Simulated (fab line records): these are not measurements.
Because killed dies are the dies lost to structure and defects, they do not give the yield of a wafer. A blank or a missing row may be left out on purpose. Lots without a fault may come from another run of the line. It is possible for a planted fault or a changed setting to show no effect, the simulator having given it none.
fab line records	flow n5-finfet	part 2 of 2: steps 5 to 6 of 6
[record] lots = 21	wafers = 63	last-day = 18
route steps=1938 shown BEOL_M12@1643 BEOL_M13@1693 BEOL_M14@1764 BEOL_M15@1786
lots untouched by any fault: they come from a run of this same line in which no faults occurred
start-h: hours from the record's opening day to when the first of the lot's shown wafers began	wait-h: hours elapsed since this lot's preceding step	" unchanged from the row above	L1.1+2: several wafers, shown together as one row	- no value, or no start given	* or withheld: withheld	< > ~ a bound
route shown NAME@n: a module of which the file shows steps, and the number in the route of the first	usual: average and standard deviation across the fault-free wafers	same: alike in all rows	chamber/n: place in a boat	sites: the reading at each site	_std_site: the values' standard deviation	_edge_site: outer sites' mean less inner sites'	radius-mm: for every site, how far away it sits from the centre of the wafer	mask NAME#n: copy n	behind: tool/chamber where the wafer was last shaped	hold: reason for holding the lot/hours on hold/outcome of the hold	device: transistor that didn't switch, given as n, p or np	end of line: tests run on the same wafers once the route is complete	a step with no rows: only its recipe	killed: dies lost to structure and defects at the first sort, not the wafer's yield	map: the dies of a wafer, with x for killed, . for not killed, _ for no die there
set.NAME: the setting the step ran with; set.NAME@STEP: the setting that earlier step ran with	model.NAME: the simulator's own value behind a step, which no gauge read
the route's steps for a sample of lots (tables are steps, rows are wafers)
services: the hour from which a tool's chamber was out of use, counted from the record's first day as start-h (under 0 if before that day), plus the number of hours and why
[[steps]]
[step N5_BEOL_M14_SPUTTER_45]
[recipe] material = Cu	target-thk-a = 1000	temp-c = -20	bias-v = 60	power-w = 26000	chamber-pressure-pa = 0.13	time-s = 16.67
[usual] throttle-valve-pct = 30.2/0.77
lot.wafer	tool	chamber	start-h	wait-h	throttle-valve-pct
L076.2	pvd-sputter-03	-	259.66	0.0	30.1
L076.5	"	-	"	"	29.3
L076.6	"	-	"	"	30.9
L074.2	pvd-sputter-02	-	259.74	0.0	30.1
L074.3	"	-	"	"	30.5
L074.6	"	-	"	"	30.6
L078.2	pvd-sputter-01	-	273.15	0.0	29.2
L078.3	"	-	"	"	30.7
L078.6	"	-	"	"	30.8
L079.1	pvd-sputter-01	-	279.39	0.0	31.0
L079.2	"	-	"	"	29.3
L079.5	"	-	"	"	30.7
L082.1	pvd-sputter-01	-	309.64	0.0	31.0
L082.2	"	-	"	"	31.1
L082.4	"	-	"	"	30.3
L081.3	pvd-sputter-02	-	309.96	0.0	30.8
L081.4	"	-	"	"	30.0
L081.6	"	-	"	"	30.9
L085.3	pvd-sputter-01	-	313.80	0.0	30.9
L085.5	"	-	"	"	31.2
L085.6	"	-	"	"	30.9
L083.1	pvd-sputter-01	-	314.12	0.0	31.1
L083.3	"	-	"	"	30.9
L083.5	"	-	"	"	30.7
L084.3	pvd-sputter-02	-	314.14	0.0	30.6
L084.4	"	-	"	"	30.1
L084.6	"	-	"	"	30.4
L087.3	pvd-sputter-03	-	331.69	0.0	29.4
L087.4	"	-	"	"	28.9
L087.5	"	-	"	"	31.1
L088.1	pvd-sputter-03	-	340.03	0.0	30.9
L088.3	"	-	"	"	30.1
L088.4	"	-	"	"	29.0
L086.1	pvd-sputter-03	-	340.60	0.0	29.0
L086.3	"	-	"	"	28.8
L086.4	"	-	"	"	30.7
L089.2	pvd-sputter-01	-	358.03	0.0	29.2
L089.4	"	-	"	"	30.9
L089.5	"	-	"	"	31.0
L093.2	pvd-sputter-01	-	362.15	0.0	30.8
L093.4	"	-	"	"	31.1
L093.6	"	-	"	"	30.8
L091.3	pvd-sputter-01	-	363.03	0.0	30.8
L091.5	"	-	"	"	30.8
L091.6	"	-	"	"	31.0
L090.1	pvd-sputter-01	-	363.43	0.0	29.2
L090.3	"	-	"	"	31.1
L090.5	"	-	"	"	30.7
L092.1	pvd-sputter-03	-	363.69	0.1	29.4
L092.2	"	-	"	"	29.7
L092.3	"	-	"	"	28.7
L095.1	pvd-sputter-03	-	393.57	0.0	28.8
L095.3	"	-	"	"	29.2
L095.6	"	-	"	"	29.3
L094.3	pvd-sputter-03	-	398.55	0.0	28.9
L094.5	"	-	"	"	30.0
L094.6	"	-	"	"	28.5
L097.1	pvd-sputter-02	-	401.98	0.0	30.9
L097.3	"	-	"	"	29.9
L097.6	"	-	"	"	29.7
L096.1	pvd-sputter-01	-	411.74	0.0	30.7
L096.4	"	-	"	"	29.4
L096.5	"	-	"	"	30.7
[step N5_BEOL_M15_DESCUM_15]
[recipe] chemistry = O2	time-s = 7.9	source-power-w = 50	bias-power-w = 20	pressure-mtorr = 20	rf-frequency-hz = 2.712e+07	temp-c = 40	o2-flow-sccm = 225
[usual] chamber-pressure-mTorr = 19.999/0.018	drypump-motor-current-A = 5.7/0.57	oes-product-au = 0.79/0.088	rf-vpp-V = 243.0/1.2	showerhead-plenum-p-Torr = 2.09/0.063	throttle-valve-pct = 20.41/0.26
lot.wafer	tool	chamber	start-h	wait-h	chamber-pressure-mTorr	drypump-motor-current-A	oes-product-au	rf-hours-counter-h	rf-vpp-V	showerhead-plenum-p-Torr	throttle-valve-pct
L076.2	rie-diel-06	3	261.52	0.0	19.994	5.7	0.76	126	244.5	2.19	20.34
L076.5	"	1	"	"	20.026	5.1	0.71	-	241.6	2.07	20.51
L076.6	"	2	"	"	20.009	5.0	0.87	-	241.8	2.04	20.01
L074.2	rie-diel-03	2	261.87	0.0	20.008	6.6	0.94	7	243.6	2.07	20.37
L074.3	"	0	"	"	20.021	6.5	0.95	19	243.5	2.15	20.10
L074.6	"	2	"	"	19.993	6.6	0.95	-	242.6	2.07	20.37
L078.2	rie-diel-03	2	275.34	0.0	20.021	6.6	0.93	10	241.9	2.06	20.40
L078.3	"	1	"	"	20.019	5.7	0.86	53	243.9	2.13	20.25
L078.6	"	3	"	"	19.995	5.4	0.69	-	244.9	2.17	20.80
L079.1	rie-diel-03	2	281.41	0.2	20.034	6.6	0.92	12	241.9	2.06	20.37
L079.2	"	1	"	"	19.975	5.7	0.86	56	244.7	2.13	20.26
L079.5	"	3	"	"	19.975	5.4	0.68	-	244.5	2.17	20.81
L082.1	rie-diel-06	1	311.39	0.0	19.990	5.0	0.70	249	243.3	2.07	20.53
L082.2	"	2	"	"	20.016	5.0	0.86	71	244.7	2.04	20.02
L082.4	"	3	"	"	20.006	5.7	0.76	141	244.2	2.18	20.39
L081.3	rie-diel-03	2	312.29	0.0	19.974	6.6	0.90	21	241.5	2.06	20.39
L081.4	"	0	"	"	20.012	6.5	0.91	-	243.2	2.15	20.13
L081.6	"	1	"	"	20.007	5.7	0.84	-	244.0	2.13	20.27
L085.3	rie-diel-06	2	315.82	0.0	19.997	5.0	0.84	73	242.7	2.04	20.01
L085.5	"	0	"	"	19.987	6.2	0.72	-	241.6	1.98	20.63
L085.6	"	2	"	"	20.000	5.0	0.84	-	241.1	2.04	20.03
L083.1	rie-diel-06	3	316.23	0.1	19.981	5.7	0.76	143	244.4	2.18	20.37
L083.3	"	0	"	"	20.010	6.3	0.73	207	242.0	1.98	20.64
L083.5	"	0	"	"	20.035	6.3	0.73	-	241.7	1.98	20.64
L084.3	rie-diel-01	2	316.38	0.0	20.027	6.0	0.76	128	244.5	2.08	20.36
L084.4	"	0	"	"	19.993	5.2	0.74	-	241.6	2.08	20.79
L084.6	"	2	"	"	20.010	6.0	0.76	-	243.4	2.08	20.34
L087.3	rie-diel-01	0	333.44	0.0	20.027	5.2	0.74	192	242.3	2.08	20.81
L087.4	"	1	"	"	20.005	4.9	0.69	240	243.6	2.13	20.38
L087.5	"	1	"	"	20.028	4.8	0.69	-	244.0	2.13	20.38
L088.1	rie-diel-06	1	342.16	0.3	19.999	5.0	0.98	2	242.4	2.06	20.15
L088.3	"	0	"	"	19.988	6.2	0.72	216	241.9	1.98	20.65
L088.4	"	3	"	"	19.977	5.7	0.75	153	246.1	2.18	20.39
L086.1	rie-diel-01	1	342.56	0.2	20.008	4.9	0.69	243	243.8	2.13	20.40
L086.3	"	3	"	"	19.988	5.9	0.71	231	241.3	2.00	20.76
L086.4	"	0	"	"	19.998	5.2	0.73	194	243.1	2.08	20.83
L089.2	rie-diel-01	2	359.90	0.0	19.984	6.0	0.76	142	243.4	2.08	20.38
L089.4	"	0	"	"	20.001	5.2	0.73	199	241.5	2.08	20.84
L089.5	"	1	"	"	20.003	4.9	0.68	-	244.7	2.13	20.39
L093.2	rie-diel-01	0	364.06	0.2	19.982	5.2	0.72	201	244.3	2.08	20.83
L093.4	"	3	"	"	20.016	5.9	0.71	-	241.9	2.00	20.78
L093.6	"	0	"	"	19.971	5.2	0.73	-	243.2	2.08	20.82
L091.3	rie-diel-06	3	365.27	0.4	19.992	5.7	0.74	160	244.5	2.17	20.41
L091.5	"	3	"	"	20.014	5.7	0.75	-	243.2	2.17	20.38
L091.6	"	0	"	"	19.975	6.2	0.71	-	240.6	1.98	20.65
L090.1	rie-diel-06	0	366.72	1.3	20.006	6.2	0.71	224	241.3	1.98	20.65
L090.3	"	2	"	"	19.987	5.0	0.83	89	242.5	2.03	20.06
L090.5	"	1	"	"	19.999	5.1	0.95	-	241.8	2.06	20.18
L092.1	rie-diel-06	0	367.26	1.3	19.981	6.3	0.71	225	240.5	1.98	20.67
L092.2	"	2	"	"	20.012	4.9	0.82	89	242.0	2.03	20.05
L092.3	"	3	"	"	20.012	5.7	0.74	161	244.7	2.17	20.40
L095.1	rie-diel-03	2	395.64	0.0	20.008	6.5	0.85	43	241.6	2.05	20.43
L095.3	"	3	"	"	20.004	5.4	0.91	17	243.6	2.16	20.51
L095.6	"	3	"	"	19.986	5.4	0.91	-	243.6	2.16	20.51
L094.3	rie-diel-01	0	400.91	0.0	19.961	5.2	0.71	213	243.0	2.07	20.85
L094.5	"	3	"	"	19.967	5.9	0.70	-	242.0	1.99	20.81
L094.6	"	2	"	"	19.993	6.0	0.73	-	243.3	2.07	20.39
L097.1	rie-diel-06	0	403.88	0.0	19.993	6.2	0.70	235	241.0	1.98	20.68
L097.3	"	2	"	"	19.979	5.0	0.82	100	243.5	2.03	20.05
L097.6	"	3	"	"	20.006	5.8	0.73	-	243.8	2.17	20.40
L096.1	rie-diel-03	2	413.94	0.2	19.994	6.6	0.85	49	242.4	2.05	20.44
L096.4	"	1	"	"	20.022	5.7	0.83	89	242.6	2.12	20.31
L096.5	"	0	"	"	19.997	6.5	0.87	-	244.8	2.13	20.15
[[services]]
tool	chamber	start-h	hours	kind
rie-diel-01	1	226.18	3.6	repair
cmp-02	-	231.85	0.3	repair
cmp-01	-	239.72	3.3	repair
rie-diel-01	0	241.59	12.8	repair
cmp-01	-	258.12	0.5	repair
cmp-02	-	265.59	3.7	pm
rie-diel-03	2	266.47	4.2	repair
rie-diel-06	1	290.13	8.6	repair
rie-diel-01	-	294.76	1.2	repair
rie-diel-04	3	302.35	11.0	repair
rie-diel-05	-	312.36	2.8	pm
cmp-01	-	313.93	3.7	pm
pvd-sputter-01	-	336.32	11.7	repair
rie-diel-04	-	337.78	6.8	repair
cmp-02	-	342.95	1.5	repair
rie-diel-02	-	344.64	0.3	repair
rie-diel-05	3	351.58	8.8	repair
pvd-sputter-02	-	357.05	3.6	repair
rie-diel-03	-	357.61	13.2	repair
rie-diel-06	-	363.75	0.3	repair
rie-diel-05	2	364.74	10.6	repair
pvd-sputter-03	-	367.80	5.5	repair
cmp-01	-	372.70	2.4	repair
pvd-sputter-03	-	412.75	5.3	repair
